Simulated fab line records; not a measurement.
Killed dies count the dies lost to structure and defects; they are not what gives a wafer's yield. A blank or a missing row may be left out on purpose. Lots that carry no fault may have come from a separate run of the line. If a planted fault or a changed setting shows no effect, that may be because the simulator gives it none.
2 desks looking at one fault    flow n5Finfet    each desk has only its own numbers; what lay behind them comes last

TOOL OWNER'S DESK, rieDiel-04
The tool's own readings at N5_FIN_SAQP_HM_OPEN_33 (chemistry CH3F/O2, target SiNx, target depth 49.4 nm, time 70.6 s): means of the sampled wafers that have a number, for each lot that ran on this tool. If a lot's mean is further than 4 standard deviations from the usual mean, the lot is out of limits and carries the mark OUT (the distance appears in the brackets). Of its 8 readings 7 are shown: those that lie furthest out on some lot.
Columns: A = CH3F_flow_sccm at N5_FIN_SAQP_HM_OPEN_33, usual 30.01 sccm; B = O2_flow_sccm at N5_FIN_SAQP_HM_OPEN_33, usual 20.00 sccm; C = drypumpMotorCurrentA at N5_FIN_SAQP_HM_OPEN_33, usual 6.0 A; D = etchRfOnTimeS at N5_FIN_SAQP_HM_OPEN_33, usual 69.0 s; E = oesProductAu at N5_FIN_SAQP_HM_OPEN_33, usual 0.66 a.u.; F = showerheadPlenumPTorr at N5_FIN_SAQP_HM_OPEN_33, usual 2.03 Torr; G = throttleValvePct at N5_FIN_SAQP_HM_OPEN_33, usual 16.42 %
lot   first seen here  A      B      C    D     E     F     G
L388  day 4 10:31      30.03  19.97  6.4  69.8  0.63  2.05  16.51
L389  day 4 14:13      30.03  20.00  6.3  69.2  0.63  2.05  16.52
L397  day 6 13:21      30.02  19.99  6.3  69.1  0.62  2.04  16.57
L399  day 7 03:44      30.05  20.01  6.2  69.3  0.64  2.01  16.55
L400  day 7 09:56      30.01  20.00  6.4  69.2  0.59  2.06  16.59
Result from this desk: across the 5 lots, nothing is out of limits.

THE METROLOGY DESK
Lot by lot, what the gauges showed, no matter which tool ran the lot: averages of those sampled wafers that carry a number. If a lot's mean is further than 4 standard deviations from the usual mean, the lot is out of limits and carries the mark OUT (the distance appears in the brackets). It has 11 readings, of which 7 appear: the earliest out of limits, and the ones furthest out on some lot.
Columns: A = trenchDepthNm at N5_FIN_SAQP_OCD_MEAS_76, usual 120.4 nm; B = DIBL_N at N5_BEOL_M4_RC_MEAS_101, usual 35.9 mV/V; C = DIBL_P at N5_BEOL_M4_RC_MEAS_101, usual 35.9 mV/V; D = IOFF_N at N5_BEOL_M4_RC_MEAS_101, usual 0.156 nA/um; E = IOFF_P at N5_BEOL_M4_RC_MEAS_101, usual 0.205 nA/um; F = SS_N at N5_BEOL_M4_RC_MEAS_101, usual 71.4 mV/dec; G = SS_P at N5_BEOL_M4_RC_MEAS_101, usual 73.1 mV/dec
lot   first seen here  A              B     C     D      E      F     G
L388  day 4 11:01      122.2          35.4  34.6  0.142  0.196  70.5  73.1
L389  day 4 14:43      122.3          37.5  37.8  0.181  0.233  71.1  73.3
L392  day 5 08:49      0.2 (-75) OUT  -     -     -      -      -     -
L393  day 5 17:12      0.3 (-75) OUT  -     -     -      -      -     -
L397  day 6 13:52      120.6          36.7  38.7  0.182  0.200  71.4  73.5
L399  day 7 04:14      121.4          34.1  34.9  0.137  0.181  71.3  72.4
L400  day 7 10:26      119.6          38.2  37.9  0.173  0.223  71.9  74.1
Finding of this desk: L392, L393 out of limits; the first was L392 at day 5 08:49, on trenchDepthNm at N5_FIN_SAQP_OCD_MEAS_76. In limits: L388, L389, L397, L399, L400.

TAKEN TOGETHER
At day 5 08:49 the metrology desk could have sounded an alarm, on L392, L393.
The desk of the tool owner found nothing out of limits.
The tool owner's desk has no number on record for L392, L393.
Every lot named ran N5_FIN_SAQP_HM_OPEN_33 on rieDiel-04.

WHAT THE SIMULATOR PUT IN
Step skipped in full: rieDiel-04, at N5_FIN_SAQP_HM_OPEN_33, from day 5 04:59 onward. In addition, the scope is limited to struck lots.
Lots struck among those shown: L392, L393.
Hours from the fault's start to each desk's first reading out of limits: the metrology desk, 4.
